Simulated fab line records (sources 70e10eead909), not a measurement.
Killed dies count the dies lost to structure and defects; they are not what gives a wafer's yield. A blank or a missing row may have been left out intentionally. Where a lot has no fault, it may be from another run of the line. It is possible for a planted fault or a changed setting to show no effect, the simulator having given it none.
Comparing a struck lot with a sound one / flow nandHarc / 28 out of 1302 route steps
Sound: the wafers L853.1, L853.2, L853.5. Wafers L857.2, L857.5, L857.6 were the ones struck. Last of all comes the cause.
At each step with rows: each side's tool, then ch and its chambers, then its first start. Under that, the readings that differ: sound wafers / struck wafers / difference of the means / sigmas: that difference in standard deviations of wafers without a fault.
alike: same words and numbers on both sides, and readings whose means sit less than 2 such deviations apart. not compared: any withheld reading, any reading some wafer has no value for, any bound like >300 that may hide the same value, and any number with overlapping values for which the record gives no deviation.
Wherever a step has rows on one side only, a row that says differs or no value, or a row with sigmas, the two part there. Non-overlapping numbers with no deviation appear without sigmas and do not part them. A reading that every wafer of one side lacks parts them only if that side has two wafers or more.

first, 1 step without rows for these wafers: NHARC_P_ZERO_WELL_HARDBAKE_53 (time 80 s).
NHARC_P_ZERO_WELL_DESCUM_54: chemistry O2, time 3 s.
  sound on rieDiel-13 ch 0,1,3, day 6 05:56; struck on rieDiel-11 ch 1,2,3, day 7 22:10
  alike: chamberPressureMTorr, drypumpMotorCurrentA, oesProductAu, rfVppV, showerheadPlenumPTorr, throttleValvePct
  not compared: rfHoursCounterH
then, 5 steps without rows for these wafers: NHARC_P_ZERO_WELL_IMPLANT_55; NHARC_P_ZERO_WELL_IMPLANT_61; NHARC_P_ZERO_WELL_STRIP_56 (strips in SPM, time 840 s); NHARC_P_ZERO_WELL_PRECLEAN_68 (cleans in SC1, time 60 s); NHARC_P_ZERO_WELL_SRD_69.
NHARC_P_ZERO_WELL_RTA_42: time 300 s.
  sound on rtpAnneal-02 ch 0, day 6 06:53; struck on rtpAnneal-02 ch 0, day 7 23:14
  alike: lampPowerPct, lamp_zone_5_pct, lamp_zone_6_pct, lamp_zone_7_pct, wafer_temp_C_max
NHARC_P_ZERO_WELL_INSPECT_43:
  sound on defectInspect-01, day 6 07:34; struck on defectInspect-02, day 7 23:47
  alike: rawDefectCount
then, 3 steps without rows for these wafers: NHARC_P_STI_ETCH_26 (etches SiO2 in dHF, target depth 11 nm); NHARC_P_STI_PRECLEAN_27 (cleans in SC1); NHARC_P_STI_SRD_28.
NHARC_P_STI_OXIDE_29: material SiO2, target thk 10 nm, ox time 1362 s.
  sound on furnace-04 ch 0, day 6 12:59; struck on furnace-04 ch 0, day 8 03:14
  alike: spikeTcBottomC
then, 10 steps without rows for these wafers: NHARC_P_STI_HM_DEP_30 (deposits Si3N4, target thk 80 nm, time 873 s); NHARC_P_STI_DEHYDRATE_01 (time 120 s); NHARC_P_STI_HMDS_02 (time 30 s); NHARC_P_STI_COAT_41 (time 65 s); NHARC_P_STI_COAT_03 (resist thk 600 nm); NHARC_P_STI_SOFTBAKE_04 (time 70 s); NHARC_P_STI_EBR_05; NHARC_P_STI_EXPOSE_06 (exposes mask P STI, target cd 200 nm); NHARC_P_STI_PEB_07 (peb time 80 s); NHARC_P_STI_DEVELOP_08 (time 50 s).
NHARC_P_STI_CD_MEAS_09: target cd 200 nm.
  sound on cdSem-03 ch 0, day 7 00:07; struck on cdSem-03 ch 0, day 8 14:29
  alike: cdNm
NHARC_P_STI_OVL_MEAS_10:
  sound on overlay-02, day 7 00:13; struck on overlay-02, day 8 14:34
  alike: overlayXNm, overlayYNm
NHARC_P_STI_INSPECT_11:
  sound on defectInspect-01, day 7 00:15; struck on defectInspect-01, day 8 14:36
reading=rawDefectCount; sound=4 5 7; struck=1286 1355 1333; difference=+1319; sigmas=+99 or more
then, 1 step without rows for these wafers: NHARC_P_STI_HARDBAKE_13 (time 65 s).
-- record jumps: 22 days between struck wafers' starts before vs after; left off in module P_STI, resumes in module END, first step shown is number 1302 of the route --
NHARC_END_SORT_01:
  the record has rows for the struck wafers here (prober-02 ch 0, day 30 15:44) and none for the sound ones

## WHERE THEY PART
Last at NHARC_END_SORT_01 as far as this record goes, first at NHARC_P_STI_INSPECT_11.

WHY: what had been put in by the simulator
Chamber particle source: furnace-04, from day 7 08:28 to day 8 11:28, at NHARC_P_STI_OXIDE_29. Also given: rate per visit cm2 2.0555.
